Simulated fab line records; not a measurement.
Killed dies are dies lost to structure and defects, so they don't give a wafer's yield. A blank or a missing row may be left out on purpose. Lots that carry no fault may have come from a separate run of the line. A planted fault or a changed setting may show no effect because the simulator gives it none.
fab line records | flow n5_finfet
[record] lots = 7 wafers = 21
route steps=1938 shown SDB@348 HKMG_FIN@392 GATE_CUT@490 MOL_CONTACT_COAG@559 BEOL_M0_SAQP@686
start_h: start of the lot's first displayed wafer, in hours after the record's first day | wait_h: hours elapsed since this lot's preceding step | " same as the row above | L1.1+2: several wafers, shown together as one row | - no value, or no start given | * or withheld: withheld | < > ~ a bound
route shown NAME@n: a module of which the file shows steps, and the number in the route of the first | usual: mean and standard deviation over wafers with no fault | same: alike in all rows | chamber/n: place in a boat | sites: the reading at each site | _std_site: their standard deviation | _edge_site: mean of outer sites minus mean of inner sites | radius_mm: how far each site lies from the wafer's centre | mask NAME#n: copy n | behind: the tool/chamber that last shaped the wafer | hold: the reason the lot was held/the length of the hold in hours/how it ended | device: transistor that didn't switch, given as n, p or np | end of line: the tests these same wafers got at the end of their route | for a step that has no rows: nothing shown but its recipe | killed: dies lost to structure and defects at the first sort, not the wafer's yield | map: dies across one wafer; x = killed, . = not, _ = none there
set.NAME: the setting that was run; set.NAME@STEP: the one run at that earlier step | model.NAME: the simulator's own value behind a step, which no gauge read
lots where settings were altered on purpose, with a table for each step and a row for each wafer
[[steps]]
[step N5_SDB_COAT_03]
[recipe] resist = SOC temp_c = 250 time_s = 60 spin_rpm = 1500 resist_thk_nm = 100
// columns lot.wafer tool chamber start_h wait_h set.spin_rpm model.SOC_of_SDB_COAT_03.thk_nm
L076.2 litho_track-01 0 79.79 0.1 1500 99.8
L076.3 " 0 " " 1500 99.6
L076.6 " 0 " " 1634 95.2
L084.1+5 litho_track-02 0 129.24 0.1 1500 100
L084.6 " 0 " " 1500 99.8
L088.1+4 litho_track-01 0 148.72 0.1 1500 99.8
L088.5 " 0 " " 1500 99.4
L089.2 litho_track-01 0 153.09 0.1 1500 99.2
L089.5 " 0 " " 1500 99.6
L089.6 " 0 " " 1500 99.4
L090.3+5 litho_track-02 0 160.82 0.1 1648 95.8
L090.6 " 0 " " 1500 100.4
L093.2 litho_track-05 0 180.06 0.1 1500 100
L093.4 " 0 " " 1558 98.2
L093.5 " 0 " " 1558 98.4
L094.2 litho_track-01 0 186.25 0.1 1390 104.2
L094.4 " 0 " " 1390 103.8
L094.6 " 0 " " 1500 100
[step N5_SDB_COAT_04]
[recipe] resist = SiARC temp_c = 220 time_s = 60 spin_rpm = 1500 resist_thk_nm = 18
// columns lot.wafer tool chamber start_h wait_h set.time_s
L076.2+6 litho_track-01 0 - - 50.45
L076.3 " 0 " " 60
L084.1+5+6 litho_track-02 0 - - 60
L088.1+4+5 litho_track-01 0 - - 60
L089.2+5+6 litho_track-01 0 - - 60
L090.3+6 litho_track-02 0 - - 60
L090.5 " 0 " " 67.38
L093.2+4+5 litho_track-05 0 - - 60
L094.2 litho_track-01 0 - - 60
L094.4+6 " 0 " " 68.2
[step N5_SDB_COAT_05]
[recipe] resist = CAR-ArF spin_rpm = 1500 resist_thk_nm = 90
[step N5_SDB_EBR_07]
[recipe] solvent = PGMEA ebr_width_mm = 1.5
[step N5_SDB_DESCUM_16]
[recipe] chemistry = O2 time_s = 7.9 source_power_w = 50 bias_power_w = 20 pressure_mtorr = 20 rf_frequency_hz = 2.712e+07 temp_c = 40 resist = CAR-ArF o2_flow_sccm = 225
[step N5_SDB_ETCH_17]
[recipe] chemistry = CF4 target = SiARC target_depth_a = 234 mask_material = CAR-ArF time_s = 39 ion_energy_ev = 80 pressure_mtorr = 40 source_w = 545 bias_w = 36 Ar_flow_sccm = 100 cf4_flow_sccm = 100 ends = cleared
[step N5_SDB_ETCH_18]
[recipe] chemistry = N2/H2 target = SOC target_depth_a = 1000 overetch_a = 200 mask_material = SiARC temp_c = 40 time_s = 150 ion_energy_ev = 200 pressure_mtorr = 30 source_w = 840 bias_w = 150 n2_flow_sccm = 200 h2_flow_sccm = 200
// columns lot.wafer tool chamber start_h wait_h set.spin_rpm@SDB_COAT_03 model.etch.depth_nm
L076.2 rie_diel-02 1 80.31 0.0 1500 99.85
L076.3 " 3 " " 1500 99.6
L076.6 " 3 " " 1634 95.28
L084.1 rie_diel-05 2 129.64 0.0 1500 99.96
L084.5 " 1 " " 1500 100
L084.6 " 2 " " 1500 99.89
L088.1 rie_diel-05 1 150.30 0.0 1500 99.73
L088.4 " 3 " " 1500 99.77
L088.5 " 2 " " 1500 99.48
L089.2 rie_diel-02 0 153.49 0.0 1500 99.3
L089.5 " 0 " " 1500 99.51
L089.6 " 1 " " 1500 99.48
L090.3 rie_diel-02 2 161.36 0.0 1648 95.79
L090.5 " 1 " " 1648 95.87
L090.6 " 2 " " 1500 100.5
L093.2 rie_diel-05 3 181.10 0.0 1500 100.1
L093.4 " 3 " " 1558 98.19
L093.5 " 1 " " 1558 98.37
L094.2 rie_diel-05 0 186.79 0.0 1390 104.2
L094.4 " 3 " " 1390 103.8
L094.6 " 1 " " 1500 99.96
[step N5_SDB_STRIP_19]
[recipe] chemistry = N2/H2 temp_c = 40 n2_flow_sccm = 200 h2_flow_sccm = 200 rf_frequency_hz = 6e+07
[step N5_SDB_STRIP_21]
[recipe] chemistry = CF4 resist = SiARC power_w = 300 bias_power_w = 75 pressure_mtorr = 50 cf4_flow_sccm = 150 rf_frequency_hz = 6e+07
[step N5_SDB_HM_OPEN_20]
[recipe] chemistry = CH3F/O2 target = SiNx mask_material = SOC target_depth_a = 240 stop_on = poly-Si over_etch_frac = 0.4 ion_energy_ev = 120 pressure_mtorr = 30 source_w = 395 bias_w = 73 Ar_flow_sccm = 150 CH3F_flow_sccm = 30 O2_flow_sccm = 20
// columns lot.wafer tool chamber start_h wait_h set.spin_rpm@SDB_COAT_03 model.SOC_of_SDB_COAT_03.thk_nm
L076.2 rie_diel-02 1 80.47 0.0 1500 84
L076.3 " 3 " " 1500 83.6
L076.6 " 3 " " 1634 79.2
L084.1+6 rie_diel-05 2 129.80 0.0 1500 84
L084.5 " 1 " " 1500 83.6
L088.1+5 rie_diel-05 1,2 150.46 0.0 1500 83.6
L088.4 " 3 " " 1500 83.8
L089.2+6 rie_diel-02 0,1 153.65 0.0 1500 83.4
L089.5 " 0 " " 1500 83.6
L090.3 rie_diel-02 2 161.51 0.0 1648 79.6
L090.5 " 1 " " 1648 79.8
L090.6 " 2 " " 1500 84.4
L093.2 rie_diel-05 3 181.26 0.0 1500 84
L093.4+5 " 3,1 " " 1558 82
L094.2 rie_diel-05 0 186.95 0.0 1390 88.6
L094.4 " 3 " " 1390 87.8
L094.6 " 1 " " 1500 83.6
[step N5_SDB_STRIP_22]
[recipe] chemistry = N2/H2 power_w = 1000 temp_c = 250 h2_frac = 0.65 overash_fraction = 0.3 pressure_mtorr = withheld n2_flow_sccm = 1750 h2_flow_sccm = 3250
[usual] strip_time_to_endpoint_s = 96.1/0.43
// columns lot.wafer tool chamber start_h wait_h set.spin_rpm@SDB_COAT_03 strip_time_to_endpoint_s
L076.2 plasma_asher-01 0 80.55 0.1 1500 96.1
L076.3 " 0 " " 1500 95.8
L076.6 " 0 " " 1634 91.7
L084.1 plasma_asher-01 1 129.94 0.1 1500 96.2
L084.5 " 1 " " 1500 95.9
L084.6 " 0 " " 1500 96.1
L088.1 plasma_asher-01 0 150.54 0.1 1500 95.7
L088.4 " 0 " " 1500 96.0
L088.5 " 0 " " 1500 95.8
L089.2 plasma_asher-02 1 153.73 0.1 1500 95.6
L089.5 " 0 " " 1500 95.8
L089.6 " 1 " " 1500 95.6
L090.3 plasma_asher-02 1 161.64 0.1 1648 92.1
L090.5 " 1 " " 1648 92.3
L090.6 " 0 " " 1500 96.6
L093.2 plasma_asher-01 0 181.61 0.3 1500 96.3
L093.4 " 0 " " 1558 94.4
L093.5 " 1 " " 1558 94.4
L094.2 plasma_asher-01 0 187.03 0.1 1390 100.6
L094.4 " 0 " " 1390 99.8
L094.6 " 0 " " 1500 95.9
[step N5_HKMG_FIN_COAT_43]
[recipe] resist = CAR-ArF spin_rpm = 1500 resist_thk_nm = 90
// columns lot.wafer tool chamber start_h wait_h set.spin_rpm model.CAR-ArF_of_HKMG_FIN_COAT_43.thk_nm
L076.2 litho_track-04 0 - - 1352 94.8
L076.3+6 " 0 " " 1500 90
L084.1+6 litho_track-04 0 - - 1500 89.8
L084.5 " 0 " " 1581 87.6
L088.1+5 litho_track-04 0 - - 1500 89.8
L088.4 " 0 " " 1659 85.2
L089.2+5 litho_track-03 0 - - 1500 89.8
L089.6 " 0 " " 1500 89.4
L090.3 litho_track-02 0 - - 1500 90.2
L090.5 " 0 " " 1665 85.6
L090.6 " 0 " " 1665 85.4
L093.2+4 litho_track-02 0 - - 1441 91.8
L093.5 " 0 " " 1441 91.6
L094.2+4 litho_track-04 0 - - 1500 90
L094.6 " 0 " " 1337 95.4
[step N5_HKMG_FIN_PEB_47]
[recipe] peb_temp_c = withheld peb_time_s = 60 resist = CAR-ArF
// columns lot.wafer tool chamber start_h wait_h set.peb_time_s
L076.2+3+6 litho_track-04 0 85.69 0.0 60
L084.1 litho_track-02 0 135.19 0.1 49.01
L084.5+6 " 0 " " 60
L088.1+4+5 litho_track-04 0 156.81 0.1 60
L089.2+5+6 litho_track-03 0 158.85 0.0 60
L090.3 litho_track-02 0 166.61 0.0 60
L090.5+6 " 0 " " 68.09
L093.2+4+5 litho_track-03 0 187.44 0.0 60
L094.2+4 litho_track-04 0 192.17 0.0 72.61
L094.6 " 0 " " 60
[step N5_HKMG_FIN_DEVELOP_48]
[recipe] develop_time_s = 30 developer = TMAH resist = CAR-ArF rinse_liquid = diw dry = air_spin dev_temp_c = 23
[step N5_HKMG_FIN_CD_MEAS_49]
[recipe] target_cd_nm = 202 landing_energy_ev = 500 detector = se_inlens polarity = opening
[usual] cd_nm = 201.8/0.67
// columns lot.wafer tool chamber start_h wait_h set.peb_time_s@HKMG_FIN_PEB_47 cd_nm
L076.2 cd_sem-03 0 85.76 - 60 201.0
L076.3 " 0 " " 60 201.5
L076.6 " 0 " " 60 202.3
L084.1 cd_sem-01 0 135.25 - 49.01 195.0
L084.5 " 0 " " 60 202.5
L084.6 " 0 " " 60 201.0
L088.1 cd_sem-01 0 156.87 - 60 200.6
L088.4 " 0 " " 60 201.4
L088.5 " 0 " " 60 201.3
L089.2 cd_sem-01 0 158.92 - 60 203.6
L089.5 " 0 " " 60 202.4
L089.6 " 0 " " 60 203.3
L090.3 cd_sem-01 0 166.68 - 60 201.9
L090.5 " 0 " " 68.09 206.7
L090.6 " 0 " " 68.09 205.8
L093.2 cd_sem-02 0 187.51 - 60 201.8
L093.4 " 0 " " 60 202.2
L093.5 " 0 " " 60 201.1
L094.2 cd_sem-03 0 192.24 - 72.61 207.1
L094.4 " 0 " " 72.61 207.6
L094.6 " 0 " " 60 202.9
[step N5_HKMG_FIN_DESCUM_53]
[recipe] chemistry = O2 time_s = 7.9 source_power_w = 50 bias_power_w = 20 pressure_mtorr = 20 rf_frequency_hz = 2.712e+07 temp_c = 40 resist = CAR-ArF o2_flow_sccm = 225
[step N5_HKMG_FIN_ETCH_54]
[recipe] chemistry = CF4 target = SiARC target_depth_a = 455 mask_material = CAR-ArF time_s = 75.8 ion_energy_ev = 80 pressure_mtorr = 40 source_w = 545 bias_w = 36 Ar_flow_sccm = 100 cf4_flow_sccm = 100 ends = cleared
// columns lot.wafer tool chamber start_h wait_h set.peb_time_s@HKMG_FIN_PEB_47 model.HKMG_FIN.cd_offset_nm
L076.2 rie_diel-02 0 86.43 0.0 60 -1
L076.3 " 3 " " 60 -1.2
L076.6 " 3 " " 60 0
L084.1 rie_diel-05 2 135.43 0.0 49.01 -6.8
L084.5 " 3 " " 60 0.8
L084.6 " 2 " " 60 -0.8
L088.1 rie_diel-05 1 157.00 0.0 60 -1.8
L088.4 " 2 " " 60 -0.4
L088.5 " 0 " " 60 -1
L089.2 rie_diel-02 2 159.04 0.0 60 1.4
L089.5 " 0 " " 60 0.6
L089.6 " 3 " " 60 1
L090.3 rie_diel-02 0 166.80 0.0 60 -0.4
L090.5 " 3 " " 68.09 4
L090.6 " 2 " " 68.09 4.2
L093.2+5 rie_diel-02 0,2 187.63 0.0 60 -0.2
L093.4 " 3 " " 60 -0.4
L094.2 rie_diel-01 1 192.50 0.0 72.61 5.4
L094.4 " 3 " " 72.61 5.6
L094.6 " 0 " " 60 0.6
[step N5_HKMG_FIN_ETCH_55]
[recipe] chemistry = N2/H2 target = SOC target_depth_a = 2400 temp_c = 40 time_s = 300 ion_energy_ev = 200 mask_material = SiARC pressure_mtorr = 30 source_w = 840 bias_w = 150 n2_flow_sccm = 200 h2_flow_sccm = 200
// columns lot.wafer tool chamber start_h wait_h set.peb_time_s@HKMG_FIN_PEB_47 model.HKMG_FIN.cd_offset_nm
L076.2 rie_diel-02 0 86.49 0.0 60 -1.6
L076.3 " 3 " " 60 -1
L076.6 " 3 " " 60 0
L084.1 rie_diel-05 2 135.49 0.0 49.01 -7.2
L084.5 " 3 " " 60 0.8
L084.6 " 2 " " 60 -1
L088.1+5 rie_diel-05 1,0 157.05 0.0 60 -1.6
L088.4 " 2 " " 60 -0.6
L089.2 rie_diel-02 2 159.10 0.0 60 1.6
L089.5 " 0 " " 60 0
L089.6 " 3 " " 60 1.2
L090.3 rie_diel-02 0 166.86 0.0 60 -0.8
L090.5 " 3 " " 68.09 4.4
L090.6 " 2 " " 68.09 4.6
L093.2 rie_diel-02 0 187.69 0.0 60 -1.2
L093.4 " 3 " " 60 -0.4
L093.5 " 2 " " 60 0.2
L094.2 rie_diel-01 1 192.56 0.0 72.61 5.4
L094.4 " 3 " " 72.61 6.8
L094.6 " 0 " " 60 1
[step N5_HKMG_FIN_STRIP_56]
[recipe] chemistry = N2/H2 temp_c = 40 n2_flow_sccm = 200 h2_flow_sccm = 200 rf_frequency_hz = 6e+07
[step N5_HKMG_FIN_STRIP_57]
[recipe] chemistry = CF4 resist = SiARC power_w = 300 bias_power_w = 75 pressure_mtorr = 50 cf4_flow_sccm = 150 rf_frequency_hz = 6e+07
[step N5_HKMG_FIN_ETCH_58]
[recipe] chemistry = N2/H2 target = SOC target_depth_a = 2158 ion_energy_ev = 50 bias_w = 13 time_s = 741 pressure_mtorr = 30 source_w = 875 n2_flow_sccm = 200 h2_flow_sccm = 200
// columns lot.wafer tool chamber start_h wait_h set.peb_time_s@HKMG_FIN_PEB_47 model.HKMG_FIN.cd_offset_nm
L076.2 rie_diel-02 0 86.70 0.0 60 -1.4
L076.3 " 3 " " 60 -1
L076.6 " 3 " " 60 0
L084.1 rie_diel-05 2 135.70 0.0 49.01 -7.8
L084.5 " 3 " " 60 0.8
L084.6 " 2 " " 60 -1.6
L088.1+5 rie_diel-05 1,0 157.26 0.0 60 -1.8
L088.4 " 2 " " 60 -1.4
L089.2 rie_diel-02 2 159.31 0.0 60 1.6
L089.5 " 0 " " 60 0
L089.6 " 3 " " 60 1
L090.3 rie_diel-02 0 167.07 0.0 60 -0.6
L090.5 " 3 " " 68.09 4.2
L090.6 " 2 " " 68.09 5
L093.2 rie_diel-02 0 187.90 0.0 60 -1.4
L093.4 " 3 " " 60 -0.6
L093.5 " 2 " " 60 0.6
L094.2 rie_diel-01 1 192.77 0.0 72.61 5.8
L094.4 " 3 " " 72.61 7
L094.6 " 0 " " 60 1
[step N5_GATE_CUT_DESCUM_18]
[recipe] chemistry = O2 time_s = 7 source_power_w = 50 bias_power_w = 20 pressure_mtorr = 20 rf_frequency_hz = 2.712e+07 temp_c = 40 resist = CAR-EUV o2_flow_sccm = 225
// columns lot.wafer tool chamber start_h wait_h set.time_s model.CAR-EUV_of_GATE_CUT_COAT_07.thk_nm
L076.2 rie_diel-03 1 98.28 0.3 7 26
L076.3 " 2 " " 7.959 25.6
L076.6 " 0 " " 7 26.2
L084.1 rie_diel-06 1 146.94 0.0 6.093 26.4
L084.5 " 0 " " 6.093 26.6
L084.6 " 1 " " 7 26
L088.1+4+5 rie_diel-04 2,2,0 169.27 0.2 7 26.2
L089.2+5+6 rie_diel-04 1,2,3 170.90 0.0 7 26
L090.3+6 rie_diel-06 2,3 190.48 0.0 7 26
L090.5 " 0 " " 7 26.2
L093.2+5 rie_diel-04 2,0 199.13 0.0 7.889 25.8
L093.4 " 0 " " 7 26.2
L094.2 rie_diel-03 1 204.07 0.0 7 26.2
L094.4+6 " 1,2 " " 6.084 26.6
[step N5_MOL_CONTACT_COAG_ALD_27]
[recipe] material = SiOC target_thk_a = 170 temp_c = 400 ald_precursor_family = carbosiloxane ald_co_reactant = H2-plasma pulse_time_s = 1.5 time_s = 2720 purge_time_s = 2 co_reactant_purge_time_s = 2 ald_cycles = 340 pressure_torr = 2
// columns lot.wafer tool chamber start_h wait_h set.ald_cycles model.SiOC_of_MOL_CONTACT_COAG_ALD_27.thk_nm
L076.2 ald_sin-01 3 110.44 0.0 340 17
L076.3 " 1 " " 340 16.8
L076.6 " 3 " " 340 17.2
L084.1+6 ald_sin-03 0,2 158.93 0.0 394 19.6
L084.5 " 1 " " 340 17
L089.2+5 ald_sin-01 1,0 182.34 0.0 340 16.8
L089.6 " 3 " " 340 17
L088.1 ald_sin-01 0 183.98 1.4 392 19.6
L088.4 " 2 " " 340 17
L088.5 " 0 " " 392 19.4
L090.3+6 ald_sin-03 0 203.37 0.0 311 15.6
L090.5 " 1 " " 340 16.8
L093.2 ald_sin-02 2 208.94 0.2 340 17.2
L093.4+5 " 0 " " 340 17
L094.2 ald_sin-03 3 214.41 0.1 388 19.4
L094.4 " 0 " " 388 19.2
L094.6 " 0 " " 340 17
[step N5_MOL_CONTACT_COAG_ALD_133]
[recipe] material = SiO2 target_thk_a = 50 temp_c = 100 ald_precursor_family = BDEAS ald_co_reactant = O2-plasma pulse_time_s = 1 co_reactant_pulse_time_s = 1 purge_time_s = 2 co_reactant_purge_time_s = 2 ald_cycles = 35 pressure_torr = 2
// columns lot.wafer tool chamber start_h wait_h set.ald_cycles model.SiO2_of_MOL_CONTACT_COAG_ALD_133.thk_nm
L076.2 ald_sin-01 1 115.17 0.1 30 4.2
L076.3 " 2 " " 35 5
L076.6 " 2 " " 30 4.4
L084.1+6 ald_sin-03 3 163.75 0.1 38 5.4
L084.5 " 0 " " 35 5
L089.2+5+6 ald_sin-01 3,2,1 189.75 0.9 35 5
L088.1+5 ald_sin-01 0 190.81 0.1 38 5.4
L088.4 " 1 " " 35 5
L090.3+5+6 ald_sin-01 1,2,3 210.54 1.2 32 4.6
L093.2 ald_sin-03 0 214.26 0.2 41 5.8
L093.4+5 " 3,2 " " 35 5
L094.2+4+6 ald_sin-02 1,0,2 218.99 0.1 35 5
[step N5_MOL_CONTACT_COAG_ETCH_67]
[recipe] chemistry = N2/H2 target = SOC target_depth_a = 600 overetch_a = 210 mask_material = SiARC temp_c = 40 time_s = 101.2 ion_energy_ev = 200 pressure_mtorr = 30 source_w = 840 bias_w = 150 n2_flow_sccm = 200 h2_flow_sccm = 200
[usual] rf_vpp_V = 524.4/2.4
// columns lot.wafer tool chamber start_h wait_h set.source_w rf_vpp_V
L076.2 rie_diel-01 2 115.40 0.0 840 526.7
L076.3 " 0 " " 931.2 501.8
L076.6 " 0 " " 931.2 502.5
L084.1 rie_diel-05 2 163.97 0.0 956.6 500.5
L084.5 " 1 " " 840 522.8
L084.6 " 0 " " 840 523.7
L089.2 rie_diel-02 1 190.04 0.0 840 522.3
L089.5 " 1 " " 840 524.3
L089.6 " 2 " " 840 528.2
L088.1 rie_diel-02 1 191.20 0.0 762.9 541.4
L088.4 " 3 " " 840 523.4
L088.5 " 0 " " 762.9 538.6
L090.3 rie_diel-01 0 210.76 0.0 786.5 540.2
L090.5 " 3 " " 786.5 536.9
L090.6 " 2 " " 840 526.4
L093.2 rie_diel-01 3 214.47 0.0 840 525.5
L093.4 " 1 " " 840 523.5
L093.5 " 2 " " 840 526.5
L094.2 rie_diel-02 3 219.21 0.0 731.9 546.6
L094.4 " 0 " " 840 521.2
L094.6 " 0 " " 731.9 545.9
[step N5_BEOL_M0_SAQP_EXPOSE_37]
[recipe] mask_id = M0_CUT1 na = 0.33 source_shape = annular sigma_inner = 0.35 sigma_outer = 0.8 polarization = unpolarized target_cd_nm = 30 dose_mj = 44.75
// columns lot.wafer tool chamber start_h wait_h mask set.dose_mj
L076.2 euv_scanner-01 0 126.46 - M0_CUT1#0 46.18
L076.3+6 " 0 " " M0_CUT1#0 44.75
L084.1+5+6 euv_scanner-01 0 183.23 - M0_CUT1#0 44.75
L088.1+4+5 euv_scanner-01 0 205.32 - M0_CUT1#0 44.75
L089.2+5+6 euv_scanner-01 0 205.83 - M0_CUT1#0 44.75
L090.3+5+6 euv_scanner-01 0 220.18 - M0_CUT1#0 44.75
L093.2+4+5 euv_scanner-02 0 226.68 - M0_CUT1#0 44.75
L094.2+4 euv_scanner-01 0 230.96 - M0_CUT1#0 46.6
L094.6 " 0 " " M0_CUT1#0 44.75
[[key]]
[split] step = N5_SDB_COAT_03 setting = spin_rpm stated = 1500 by = wafer
[response] step = N5_SDB_COAT_03 reading = model.SOC_of_SDB_COAT_03.thk_nm change = -0.494 per = 1% r = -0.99
[response] step = N5_SDB_ETCH_18 reading = model.etch.depth_nm change = -0.497 per = 1% r = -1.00
[response] step = N5_SDB_HM_OPEN_20 reading = model.SOC_of_SDB_COAT_03.thk_nm change = -0.524 per = 1% r = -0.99
[response] step = N5_SDB_STRIP_22 reading = strip_time_to_endpoint_s change = * per = 1% r = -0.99
[split] step = N5_SDB_COAT_04 setting = time_s stated = 60 by = wafer
response none clear
[split] step = N5_HKMG_FIN_COAT_43 setting = spin_rpm stated = 1500 by = wafer
[response] step = N5_HKMG_FIN_COAT_43 reading = model.CAR-ArF_of_HKMG_FIN_COAT_43.thk_nm change = -0.457 per = 1% r = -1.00
[split] step = N5_HKMG_FIN_PEB_47 setting = peb_time_s stated = 60 by = wafer
[response] step = N5_HKMG_FIN_CD_MEAS_49 reading = cd_nm change = +0.286 per = 1% r = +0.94
[response] step = N5_HKMG_FIN_ETCH_54 reading = model.HKMG_FIN.cd_offset_nm change = +0.301 per = 1% r = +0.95
[response] step = N5_HKMG_FIN_ETCH_55 reading = model.HKMG_FIN.cd_offset_nm change = +0.322 per = 1% r = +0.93
[response] step = N5_HKMG_FIN_ETCH_58 reading = model.HKMG_FIN.cd_offset_nm change = +0.333 per = 1% r = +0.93
[split] step = N5_GATE_CUT_DESCUM_18 setting = time_s stated = 7 by = wafer
[response] step = N5_GATE_CUT_DESCUM_18 reading = model.CAR-EUV_of_GATE_CUT_COAT_07.thk_nm change = -0.0344 per = 1% r = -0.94
[split] step = N5_MOL_CONTACT_COAG_ALD_27 setting = ald_cycles stated = 340 by = wafer
[response] step = N5_MOL_CONTACT_COAG_ALD_27 reading = model.SiOC_of_MOL_CONTACT_COAG_ALD_27.thk_nm change = +0.161 per = 1% r = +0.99
[split] step = N5_MOL_CONTACT_COAG_ALD_133 setting = ald_cycles stated = 35 by = wafer
[response] step = N5_MOL_CONTACT_COAG_ALD_133 reading = model.SiO2_of_MOL_CONTACT_COAG_ALD_133.thk_nm change = +0.0474 per = 1% r = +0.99
[split] step = N5_MOL_CONTACT_COAG_ETCH_67 setting = source_w stated = 840 by = wafer
[response] step = N5_MOL_CONTACT_COAG_ETCH_67 reading = rf_vpp_V change = -1.89 per = 1% r = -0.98
[split] step = N5_BEOL_M0_SAQP_EXPOSE_37 setting = dose_mj stated = 44.75 by = wafer
response none in this file
